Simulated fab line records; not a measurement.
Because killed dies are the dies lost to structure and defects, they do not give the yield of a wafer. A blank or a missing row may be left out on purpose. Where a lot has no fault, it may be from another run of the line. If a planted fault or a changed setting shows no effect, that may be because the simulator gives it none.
Split-lot experiment / flow n5 finfet / on a route of 1938 steps: 7 lots, 21 wafers read

SPLIT DETAILS
At N5_BEOL_M5_COAT_05 (resist thk 30 nm), the setting spin rpm was moved away from the recipe's 1500 rpm on 12 of the 21 wafers read, by -10.9% to +8.1%. For the rest of the wafers, this setting stayed at what the recipe calls for.

The split's own step is where the reading is taken.

THE READING
CAR-EUV_of_BEOL_M5_COAT_05.thk nm (the simulator's own value, which no gauge read), in nm, at N5_BEOL_M5_COAT_05 (resist thk 30 nm). The file gives no usual value for it. The 9 wafers here that ran the recipe average 30.1 nm, standard deviation 0.094 nm.

wafer=L076.1; tool, chamber at the split=litho track-02, 0; spin rpm as run, rpm=1560; against the recipe=+4.0%; CAR-EUV_of_BEOL_M5_COAT_05.thk nm, nm=29.4; against lot-mates on the recipe=no lot-mate on the recipe
wafer=L076.2; tool, chamber at the split=litho track-02, 0; spin rpm as run, rpm=1560; against the recipe=+4.0%; CAR-EUV_of_BEOL_M5_COAT_05.thk nm, nm=29.4; against lot-mates on the recipe=no lot-mate on the recipe
wafer=L076.4; tool, chamber at the split=litho track-02, 0; spin rpm as run, rpm=1560; against the recipe=+4.0%; CAR-EUV_of_BEOL_M5_COAT_05.thk nm, nm=29.4; against lot-mates on the recipe=no lot-mate on the recipe
wafer=L079.2; tool, chamber at the split=litho track-01, 0; spin rpm as run, rpm=1337; against the recipe=-10.9%; CAR-EUV_of_BEOL_M5_COAT_05.thk nm, nm=31.8; against lot-mates on the recipe=+1.8
wafer=L079.5; tool, chamber at the split=litho track-01, 0; spin rpm as run, rpm=1337; against the recipe=-10.9%; CAR-EUV_of_BEOL_M5_COAT_05.thk nm, nm=31.8; against lot-mates on the recipe=+1.8
wafer=L079.6; tool, chamber at the split=litho track-01, 0; spin rpm as run, rpm=1500; against the recipe=recipe; CAR-EUV_of_BEOL_M5_COAT_05.thk nm, nm=30; against lot-mates on the recipe=-
wafer=L080.1; tool, chamber at the split=litho track-01, 0; spin rpm as run, rpm=1500; against the recipe=recipe; CAR-EUV_of_BEOL_M5_COAT_05.thk nm, nm=30; against lot-mates on the recipe=-
wafer=L080.4; tool, chamber at the split=litho track-01, 0; spin rpm as run, rpm=1500; against the recipe=recipe; CAR-EUV_of_BEOL_M5_COAT_05.thk nm, nm=30; against lot-mates on the recipe=-
wafer=L080.6; tool, chamber at the split=litho track-01, 0; spin rpm as run, rpm=1380; against the recipe=-8.0%; CAR-EUV_of_BEOL_M5_COAT_05.thk nm, nm=31.2; against lot-mates on the recipe=+1.2
wafer=L092.4; tool, chamber at the split=litho track-01, 0; spin rpm as run, rpm=1414; against the recipe=-5.7%; CAR-EUV_of_BEOL_M5_COAT_05.thk nm, nm=30.8; against lot-mates on the recipe=+0.8
wafer=L092.5; tool, chamber at the split=litho track-01, 0; spin rpm as run, rpm=1500; against the recipe=recipe; CAR-EUV_of_BEOL_M5_COAT_05.thk nm, nm=30; against lot-mates on the recipe=-
wafer=L092.6; tool, chamber at the split=litho track-01, 0; spin rpm as run, rpm=1414; against the recipe=-5.7%; CAR-EUV_of_BEOL_M5_COAT_05.thk nm, nm=31; against lot-mates on the recipe=+1.0
wafer=L093.2; tool, chamber at the split=litho track-02, 0; spin rpm as run, rpm=1621; against the recipe=+8.1%; CAR-EUV_of_BEOL_M5_COAT_05.thk nm, nm=28.8; against lot-mates on the recipe=-1.2
wafer=L093.3; tool, chamber at the split=litho track-02, 0; spin rpm as run, rpm=1621; against the recipe=+8.1%; CAR-EUV_of_BEOL_M5_COAT_05.thk nm, nm=28.8; against lot-mates on the recipe=-1.2
wafer=L093.4; tool, chamber at the split=litho track-02, 0; spin rpm as run, rpm=1500; against the recipe=recipe; CAR-EUV_of_BEOL_M5_COAT_05.thk nm, nm=30; against lot-mates on the recipe=-
wafer=L094.4; tool, chamber at the split=litho track-01, 0; spin rpm as run, rpm=1500; against the recipe=recipe; CAR-EUV_of_BEOL_M5_COAT_05.thk nm, nm=30.2; against lot-mates on the recipe=-
wafer=L094.5; tool, chamber at the split=litho track-01, 0; spin rpm as run, rpm=1500; against the recipe=recipe; CAR-EUV_of_BEOL_M5_COAT_05.thk nm, nm=30.2; against lot-mates on the recipe=-
wafer=L094.6; tool, chamber at the split=litho track-01, 0; spin rpm as run, rpm=1500; against the recipe=recipe; CAR-EUV_of_BEOL_M5_COAT_05.thk nm, nm=30; against lot-mates on the recipe=-
wafer=L096.1; tool, chamber at the split=litho track-04, 0; spin rpm as run, rpm=1500; against the recipe=recipe; CAR-EUV_of_BEOL_M5_COAT_05.thk nm, nm=30.2; against lot-mates on the recipe=-
wafer=L096.2; tool, chamber at the split=litho track-04, 0; spin rpm as run, rpm=1389; against the recipe=-7.4%; CAR-EUV_of_BEOL_M5_COAT_05.thk nm, nm=31.4; against lot-mates on the recipe=+1.2
wafer=L096.4; tool, chamber at the split=litho track-04, 0; spin rpm as run, rpm=1389; against the recipe=-7.4%; CAR-EUV_of_BEOL_M5_COAT_05.thk nm, nm=31.4; against lot-mates on the recipe=+1.2

THE FIT
A straight line over all 21 wafers: CAR-EUV_of_BEOL_M5_COAT_05.thk nm changes by -0.16 nm for each +1% of spin rpm; r = -0.99; the points scatter about the line by 0.098 nm.
The same after taking each lot's own level away (the mean of its wafers on the recipe; 18 wafers): -0.158 nm for each +1%; r = -1.00; scatter 0.067 nm.
According to that fit, moving spin rpm by its largest amount changes the reading by 1.7 nm.
Across the lots, their own levels run from 30.00 to 30.20 nm, a range of 2.1 times the standard deviation given above.
The two slopes are in agreement: the lot-to-lot level therefore moves the slope only a little.
Check: with one of the wafers moved furthest among these (-10.9%) left out of the fit, the line predicts +1.71 nm for it against its lot-mates. It came out at +1.8 nm against them.

OTHER SPLITS APPLIED TO THESE WAFERS
Other splits were also applied to these wafers ahead of the reading. Each is held against what the fit with the lots' levels taken away leaves over:
other split on the same wafers=N5_BEOL_M4_COAT_22 spin rpm; wafers away from the commonest value=9; r with CAR-EUV_of_BEOL_M5_COAT_05.thk nm (lot level and that fit taken away)=-0.11
other split on the same wafers=N5_BEOL_M4_DESCUM_33 time s; wafers away from the commonest value=3; r with CAR-EUV_of_BEOL_M5_COAT_05.thk nm (lot level and that fit taken away)=-0.30
other split on the same wafers=N5_BEOL_M5_COAT_71 spin rpm; wafers away from the commonest value=5; r with CAR-EUV_of_BEOL_M5_COAT_05.thk nm (lot level and that fit taken away)=+0.37

FILE'S OWN FIT
CAR-EUV_of_BEOL_M5_COAT_05.thk nm changes by -0.158 nm for each +1% of spin rpm, r = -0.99.
